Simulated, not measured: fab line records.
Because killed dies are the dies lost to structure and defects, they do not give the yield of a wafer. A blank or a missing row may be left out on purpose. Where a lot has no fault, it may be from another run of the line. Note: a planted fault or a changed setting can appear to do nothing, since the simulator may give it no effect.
A lot that was struck, set against a sound lot || flow n5_finfet || 15 out of 1938 route steps
Sound: the wafers L511.1, L511.4, L511.6. Struck: wafer L527.5 (left out: L527.2, L527.4 of the same lot, which were not struck); the cause appears at the end.
Per side, at each step with rows, come the tool, then ch with its chambers, and then its first start. Under that, the readings that differ: sound wafers || struck wafers || difference of the means || sigmas: that difference in standard deviations of wafers without a fault.
alike: readings with means less than 2 such deviations apart, plus words and numbers identical on both sides. not compared: withheld readings, readings lacking a value on some wafer, bounds such as >300 that could conceal the same value, and numbers that have no deviation in the record and whose values overlap.
A row with sigmas, a row that says differs or no value, or rows on one side alone: a step with any of these is where the two part. Non-overlapping numbers with no deviation appear without sigmas and do not part them. Lack of a reading on every wafer of one side parts them only where that side has two or more wafers.

first, 7 steps without rows for these wafers: N5_PASSIVATION_COAT_38; N5_PASSIVATION_EBR_40; N5_PASSIVATION_SOFTBAKE_39 (time 120 s); N5_PASSIVATION_EXPOSE_41 (exposes mask PASS OPEN, defocus 0 nm, target cd 40000 nm); N5_PASSIVATION_PEB_42; N5_PASSIVATION_DEVELOP_43 (develop time 60 s); N5_PASSIVATION_HARDBAKE_45 (time 120 s).
N5_PASSIVATION_CD_MEAS_44: target cd 40000 nm.
  sound on cd_sem-01 ch 0, day 12 06:49; struck on cd_sem-02 ch 0, day 16 06:55
  alike: cd_nm
N5_PASSIVATION_OVL_MEAS_66:
  sound on overlay-02 ch 0, day 12 06:50; struck on overlay-01 ch 0, day 16 06:56
  alike: PASS_OPEN_OVL
N5_PASSIVATION_INSPECT_67: inspects for defects (macro).
  sound on defect_inspect-02, day 12 06:52; struck on defect_inspect-01, day 16 06:58
  alike: raw_defect_count
N5_PASSIVATION_DESCUM_46: chemistry O2, time 7.9 s.
  sound on rie_diel-05 ch 0,2, day 12 06:54; struck on rie_diel-01 ch 3, day 16 06:59
{"reading": "drypump_motor_current_A (A)", "sound": "6.6 5.6 6.6", "struck": 5.1, "difference": -1.2, "sigmas": -2}
{"reading": "rf_vpp_V (V)", "sound": "242.0 241.3 243.7", "struck": 245.7, "difference": "+3.4", "sigmas": "+2"}
{"reading": "showerhead_plenum_p_Torr (Torr)", "sound": "2.08 2.01 2.08", "struck": 2.23, "difference": "+0.17", "sigmas": "+3"}
  alike: oes_product_au, throttle_valve_pct
  not compared: rf_hours_counter_h
N5_PASSIVATION_PASS_ETCH_47: etches SiNx in CF4/O2, target depth 770 nm, time 385 s.
  sound on rie_diel-05 ch 0,2, day 12 06:56; struck on rie_diel-01 ch 3, day 16 07:02
{"reading": "drypump_motor_current_A (A)", "sound": "6.6 5.6 6.6", "struck": 5.2, "difference": -1.1, "sigmas": -2}
{"reading": "oes_f_703_au (a.u.)", "sound": "0.75 0.77 0.76", "struck": 0.92, "difference": "+0.16", "sigmas": "+2"}
{"reading": "oes_product_au (a.u.)", "sound": "0.74 0.78 0.74", "struck": 0.92, "difference": "+0.17", "sigmas": "+2"}
{"reading": "showerhead_plenum_p_Torr (Torr)", "sound": "2.19 2.13 2.19", "struck": 2.34, "difference": "+0.17", "sigmas": "+3"}
  alike: rf_vpp_V, throttle_valve_pct
  not compared: rf_hours_counter_h
N5_PASSIVATION_ETCH_54: etches SiO2 in CHF3/O2, target depth 880 nm, time 440 s.
  sound on rie_diel-05 ch 0,2, day 12 07:10; struck on rie_diel-01 ch 3, day 16 07:16
{"reading": "drypump_motor_current_A (A)", "sound": "6.6 5.6 6.6", "struck": 5.1, "difference": -1.2, "sigmas": -2}
{"reading": "oes_f_703_au (a.u.)", "sound": "0.75 0.78 0.74", "struck": 0.92, "difference": "+0.16", "sigmas": "+2"}
{"reading": "showerhead_plenum_p_Torr (Torr)", "sound": "2.40 2.32 2.40", "struck": 2.56, "difference": "+0.19", "sigmas": "+3"}
{"reading": "model.etch.depth_nm (nm)", "sound": "859.1 861.5 867.4", "struck": 976.6, "difference": "+113.9", "sigmas": ""}
{"reading": "model.PASSIVATION.feature_depth_nm (nm)", "sound": "859 861.4 867.4", "struck": 976.6, "difference": "+114.0", "sigmas": ""}
  alike: CHF3_flow_sccm, oes_product_au, rf_vpp_V, throttle_valve_pct
  not compared: rf_hours_counter_h
N5_PASSIVATION_STRIP_48: strips in O2.
  sound on rie_diel-05 ch 0,2, day 12 07:27; struck on rie_diel-01 ch 3, day 16 07:32
{"reading": "drypump_motor_current_A (A)", "sound": "6.6 5.6 6.6", "struck": 5.1, "difference": -1.2, "sigmas": -2}
{"reading": "showerhead_plenum_p_Torr (Torr)", "sound": "2.08 2.02 2.08", "struck": 2.24, "difference": "+0.18", "sigmas": "+3"}
  alike: oes_product_au, rf_vpp_V, throttle_valve_pct
  not compared: rf_hours_counter_h
N5_PASSIVATION_PROBE_49:
  sound on prober-01, day 12 09:57; struck on prober-02, day 16 10:14
  alike: defect_limited_yield, killed_at_M0_to_M3, killed_at_M4_up, killed_at_contacts, killed_at_front_end, killed_at_other, killed_dies, killed_open, killed_short, sort_bin_5_function, sort_bin_6_memory, sort_n_pass, sort_yield_pct

WHERE THEY PART
At N5_PASSIVATION_DESCUM_46 first; at N5_PASSIVATION_STRIP_48 last (within this record only). Later steps at which nothing parts them and some readings are alike: N5_PASSIVATION_PROBE_49.

WHY: what had been put in by the simulator
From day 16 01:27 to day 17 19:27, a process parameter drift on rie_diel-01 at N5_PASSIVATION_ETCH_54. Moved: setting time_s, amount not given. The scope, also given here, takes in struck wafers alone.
